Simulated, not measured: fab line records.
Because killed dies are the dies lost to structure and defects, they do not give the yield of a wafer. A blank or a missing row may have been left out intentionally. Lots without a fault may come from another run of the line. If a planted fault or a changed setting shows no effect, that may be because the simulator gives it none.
Code-filled problem report in 8D (eight disciplines) form	flow nand_harc	the parts of the form that need people (team, actions taken, sign-off) are left out

1. WHAT IS WRONG
At NHARC_END_SORT_01, killed_at_array averages 132 over 2 wafers from 2 lots, while fault-free wafers read 29, standard deviation 11. Relative to the usual mean, that is a shift of +9.4 standard deviations.
First observed at day 24 10:14: wafer L476.1, on prober-01. Wafers with a number at this step in the record: 6, from 2 lots. By rule, "out" or "out of limits" means more than 4 standard deviations away from the usual mean. The rest of the wafers with a number are treated as sound.

2. WHAT IT IS AND WHAT IT IS NOT
question	is	is not
which readings at this step	killed_at_array, killed_dies	killed_at_other, killed_at_periphery, killed_open, killed_short
which lots	L475, L476	-
which wafers of those lots	L475.2, L476.1	L475.1, L475.5, L476.2, L476.3
read on which gauges	prober-01, prober-02	-
when	from day 24 10:14	up to then (0 sound wafers); but 4 sound wafers of L475, L476 came after

3. THE SUSPECTS, EACH WITH WHAT RULES IT OUT
Counting: a tool at a process step up to the reading stays a suspect if it ran every lot that is out. Sound lots after the first of them don't rule it out here, since some wafers of a struck lot are sound.
- ruled out: the gauge at NHARC_END_SORT_01. The wafers that are out were read on 2 gauges (prober-01, prober-02).
- rie_diel-02 at NHARC_A_STAIRCASE_ETCH_203 (etches the open film in C4F8/O2, target depth 100 nm, time 40.5 s): kept. It ran every lot that is out, first L475 (day 15 16:32).
- cmp-03 at NHARC_A_BONDPAD_CMP_19 (polishes, t overpolish 30 s, cu recess touch 16 s, target thk 169.8 nm): kept. It ran every lot that is out, first L476 (day 22 22:23).
- At NHARC_A_STAIRCASE_ETCH_203, inside rie_diel-02: chamber 0 took the wafers that are out, while their sound lot-mates went through chambers 1, 3.
The count leaves cmp-03 at NHARC_A_BONDPAD_CMP_19 and rie_diel-02 at NHARC_A_STAIRCASE_ETCH_203.

4. THE CAUSE (what the simulator had put in)
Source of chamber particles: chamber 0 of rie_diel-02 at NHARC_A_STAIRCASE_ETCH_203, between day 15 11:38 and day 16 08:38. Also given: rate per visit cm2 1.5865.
Of the 2 suspects that counting leaves, this tool is one.

5. THE EFFECT CHAIN, in route order
Each row: a reading where the mean over the struck wafers with a number is more than 3 standard deviations away from the usual. Only readings whose record carries a usual standard deviation are examined. hours: median over the lots of the time between each lot's start at the first step of this table that gives one and its start at this step. sigmas: the change, counted in usual standard deviations.
hours	step	reading	usual	on struck wafers	change	sigmas
0	NHARC_END_SORT_01	killed_at_array	29	132	+103	+9.4
0	NHARC_END_SORT_01	killed_dies	33	134	+101	+9.2

6. HOW IT WOULD HAVE BEEN CAUGHT EARLIER
Counted from the fault's start at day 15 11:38, it took 215 hours until the first out-of-limits reading at a measuring or inspecting step in this record, taken at day 24 10:14.
An alarm limit of 4 standard deviations would not have fired on the tool readings at NHARC_A_STAIRCASE_ETCH_203 for which the record gives a usual standard deviation, since none of them was out on any struck wafer.
By day 24 10:14 the whole set of lots that are out, 2 in number, had already begun NHARC_A_STAIRCASE_ETCH_203 on rie_diel-02. Tool hold at that time: it would have spared none of them.
